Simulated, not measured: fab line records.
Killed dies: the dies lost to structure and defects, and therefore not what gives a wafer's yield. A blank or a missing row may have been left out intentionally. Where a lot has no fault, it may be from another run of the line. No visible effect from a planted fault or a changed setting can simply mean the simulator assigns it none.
Split-lot study || flow n5 finfet || 7 lots, 21 wafers read, on a route of 1938 steps

== THE SPLIT ITSELF ==
At N5_FIN_SAQP_ALD_61 (deposits SiO2, target thk 4 nm, pulse time 1 s, purge time 2 s), the setting temp c was moved away from the recipe's 300 C on 9 of the 21 wafers read, by -4.2% to -2.2%. All remaining wafers had this setting at the recipe value.

The reading is taken at the split's own step.

== THE READING ==
SiO2_of_FIN_SAQP_ALD_61.thk nm (the simulator's own value, which no gauge read), in nm, at N5_FIN_SAQP_ALD_61 (deposits SiO2, target thk 4 nm, pulse time 1 s, purge time 2 s). The file does not state a usual value for it. Average 4.004 nm, standard deviation 0.018 nm, over the 12 wafers here run with the recipe.

{"wafer": "L085.1", "tool, chamber at the split": "ald sin-01, 1", "temp c as run, C": 289.7, "against the recipe": "-3.4%", "SiO2_of_FIN_SAQP_ALD_61.thk nm, nm": 4.162, "against lot-mates on the recipe": "no lot-mate on the recipe"}
{"wafer": "L085.2", "tool, chamber at the split": "ald sin-01, 0", "temp c as run, C": 289.7, "against the recipe": "-3.4%", "SiO2_of_FIN_SAQP_ALD_61.thk nm, nm": 4.148, "against lot-mates on the recipe": "no lot-mate on the recipe"}
{"wafer": "L085.3", "tool, chamber at the split": "ald sin-01, 3", "temp c as run, C": 289.7, "against the recipe": "-3.4%", "SiO2_of_FIN_SAQP_ALD_61.thk nm, nm": 4.121, "against lot-mates on the recipe": "no lot-mate on the recipe"}
{"wafer": "L086.1", "tool, chamber at the split": "ald sin-01, 2", "temp c as run, C": 291.4, "against the recipe": "-2.9%", "SiO2_of_FIN_SAQP_ALD_61.thk nm, nm": 4.143, "against lot-mates on the recipe": "+0.155"}
{"wafer": "L086.2", "tool, chamber at the split": "ald sin-01, 1", "temp c as run, C": 300, "against the recipe": "recipe", "SiO2_of_FIN_SAQP_ALD_61.thk nm, nm": 4.012, "against lot-mates on the recipe": "-"}
{"wafer": "L086.4", "tool, chamber at the split": "ald sin-01, 3", "temp c as run, C": 300, "against the recipe": "recipe", "SiO2_of_FIN_SAQP_ALD_61.thk nm, nm": 3.965, "against lot-mates on the recipe": "-"}
{"wafer": "L088.3", "tool, chamber at the split": "ald sin-02, 2", "temp c as run, C": 300, "against the recipe": "recipe", "SiO2_of_FIN_SAQP_ALD_61.thk nm, nm": 3.98, "against lot-mates on the recipe": "-"}
{"wafer": "L088.4", "tool, chamber at the split": "ald sin-02, 0", "temp c as run, C": 300, "against the recipe": "recipe", "SiO2_of_FIN_SAQP_ALD_61.thk nm, nm": 4.008, "against lot-mates on the recipe": "-"}
{"wafer": "L088.6", "tool, chamber at the split": "ald sin-02, 2", "temp c as run, C": 293.3, "against the recipe": "-2.2%", "SiO2_of_FIN_SAQP_ALD_61.thk nm, nm": 4.099, "against lot-mates on the recipe": "+0.105"}
{"wafer": "L089.1", "tool, chamber at the split": "ald sin-01, 0", "temp c as run, C": 291.5, "against the recipe": "-2.8%", "SiO2_of_FIN_SAQP_ALD_61.thk nm, nm": 4.154, "against lot-mates on the recipe": "+0.147"}
{"wafer": "L089.4", "tool, chamber at the split": "ald sin-01, 2", "temp c as run, C": 291.5, "against the recipe": "-2.8%", "SiO2_of_FIN_SAQP_ALD_61.thk nm, nm": 4.134, "against lot-mates on the recipe": "+0.127"}
{"wafer": "L089.6", "tool, chamber at the split": "ald sin-01, 2", "temp c as run, C": 300, "against the recipe": "recipe", "SiO2_of_FIN_SAQP_ALD_61.thk nm, nm": 4.007, "against lot-mates on the recipe": "-"}
{"wafer": "L090.1", "tool, chamber at the split": "ald sin-01, 1", "temp c as run, C": 300, "against the recipe": "recipe", "SiO2_of_FIN_SAQP_ALD_61.thk nm, nm": 4.028, "against lot-mates on the recipe": "-"}
{"wafer": "L090.4", "tool, chamber at the split": "ald sin-01, 0", "temp c as run, C": 287.3, "against the recipe": "-4.2%", "SiO2_of_FIN_SAQP_ALD_61.thk nm, nm": 4.214, "against lot-mates on the recipe": "+0.188"}
{"wafer": "L090.6", "tool, chamber at the split": "ald sin-01, 2", "temp c as run, C": 300, "against the recipe": "recipe", "SiO2_of_FIN_SAQP_ALD_61.thk nm, nm": 4.024, "against lot-mates on the recipe": "-"}
{"wafer": "L091.2", "tool, chamber at the split": "ald sin-01, 0", "temp c as run, C": 291.3, "against the recipe": "-2.9%", "SiO2_of_FIN_SAQP_ALD_61.thk nm, nm": 4.141, "against lot-mates on the recipe": "+0.135"}
{"wafer": "L091.3", "tool, chamber at the split": "ald sin-01, 1", "temp c as run, C": 300, "against the recipe": "recipe", "SiO2_of_FIN_SAQP_ALD_61.thk nm, nm": 4.022, "against lot-mates on the recipe": "-"}
{"wafer": "L091.5", "tool, chamber at the split": "ald sin-01, 3", "temp c as run, C": 300, "against the recipe": "recipe", "SiO2_of_FIN_SAQP_ALD_61.thk nm, nm": 3.99, "against lot-mates on the recipe": "-"}
{"wafer": "L096.4", "tool, chamber at the split": "ald sin-03, 2", "temp c as run, C": 300, "against the recipe": "recipe", "SiO2_of_FIN_SAQP_ALD_61.thk nm, nm": 3.996, "against lot-mates on the recipe": "-"}
{"wafer": "L096.5", "tool, chamber at the split": "ald sin-03, 2,1", "temp c as run, C": 300, "against the recipe": "recipe", "SiO2_of_FIN_SAQP_ALD_61.thk nm, nm": 4.007, "against lot-mates on the recipe": "-"}
{"wafer": "L096.6", "tool, chamber at the split": "ald sin-03, 2,1", "temp c as run, C": 300, "against the recipe": "recipe", "SiO2_of_FIN_SAQP_ALD_61.thk nm, nm": 4.007, "against lot-mates on the recipe": "-"}
The file does not say which wafer passed through which chamber wherever a row lists several chambers: such a row stands for several wafers.

THE FIT
A straight line over all 21 wafers: SiO2_of_FIN_SAQP_ALD_61.thk nm changes by -0.0454 nm for each +1% of temp c; r = -0.97; the points scatter about the line by 0.018 nm.
The same after taking each lot's own level away (the mean of its wafers on the recipe; 18 wafers): -0.0473 nm for each +1%; r = -0.98; scatter 0.013 nm.
On that fit, the largest move of temp c shifts the reading by 0.2 nm.
The span of the lots' own levels, 3.9885 to 4.0260 nm, comes to 2.1 times the standard deviation stated above.
Hence the lot-to-lot level has little effect on the slope; both slopes agree.
Check: with one of the wafers moved furthest among these (-4.2%) left out of the fit, the line predicts +0.207 nm for it against its lot-mates. Against them it came out at +0.188 nm.

== THE OTHER SPLITS THESE WAFERS WENT THROUGH ==
These wafers also went through other splits before the reading. Each is held against what the fit with the lots' levels taken away leaves over:
{"other split on the same wafers": "N5_ZERO_LAYER_EXPOSE_08 dose mj", "wafers away from the commonest value": 6, "r with SiO2_of_FIN_SAQP_ALD_61.thk nm (lot level and that fit taken away)": -0.01}
{"other split on the same wafers": "N5_ZERO_LAYER_DEVELOP_10 develop time s", "wafers away from the commonest value": 8, "r with SiO2_of_FIN_SAQP_ALD_61.thk nm (lot level and that fit taken away)": -0.17}

== FILE'S OWN FIT ==
SiO2_of_FIN_SAQP_ALD_61.thk nm changes by -0.0474 nm for each +1% of temp c, r = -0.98.
